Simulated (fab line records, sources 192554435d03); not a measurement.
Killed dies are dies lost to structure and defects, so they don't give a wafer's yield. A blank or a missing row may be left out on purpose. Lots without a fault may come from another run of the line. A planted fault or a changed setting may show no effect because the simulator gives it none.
Chamber matching | flow n5_finfet | N5_BEOL_M8_CURE_75 on uv_cure-03: 3 sister chambers
The step cures SiCOH lowk, time 120 s. 3 wafers are shown with their chamber, then 11 later ones without.

WAFERS WITH THEIR CHAMBER
wafer  | chamber | wafer_temp_C_max
L089.5 | 0       | 371.3
L092.5 | 2       | 372.3
L090.4 | 1       | 372.2

WAFERS WITHOUT THEIR CHAMBER
wafer  | wafer_temp_C_max
L090.5 | 372.8
L090.6 | 372.4
L094.1 | 372.9
L094.2 | 372.0
L094.6 | 372.8
L093.1 | 370.7
L093.2 | 371.4
L093.6 | 371.7
L096.1 | 372.0
L096.2 | 372.0
L096.4 | 372.6

WHICH CHAMBER EACH WENT THROUGH
wafer  | from the rows above          | in truth
L090.5 | can't be placed: 2 or 1      | 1
L090.6 | can't be placed: 2 or 1      | 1
L094.1 | can't be placed: 2 or 1      | 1
L094.2 | can't be placed: 1 or 2 or 0 | 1
L094.6 | can't be placed: 2 or 1      | 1
L093.1 | 0                            | 0
L093.2 | can't be placed: 0 or 1      | 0
L093.6 | can't be placed: 0 or 1 or 2 | 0
L096.1 | can't be placed: 1 or 2 or 0 | 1
L096.2 | can't be placed: 1 or 2 or 0 | 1
L096.4 | can't be placed: 2 or 1      | 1
Placed correctly: 1 of 11. Can't be placed from these rows: 10 (the true chamber is among the candidates in 10). Placed wrongly: 0.
How it was worked out, from the rows above alone: a wafer's distance from a chamber is the root of the sum, over the readings, of the square of ((its reading less the chamber's mean) divided by the reading's scatter). The wafer belongs to the nearest chamber; if the next one is less than 2 further off, it can't be placed. A chamber's mean is the mean of its shown wafers. The scatter: with one shown wafer a chamber, the root of the mean of the squares of how far each hidden wafer lies from its nearest shown one.
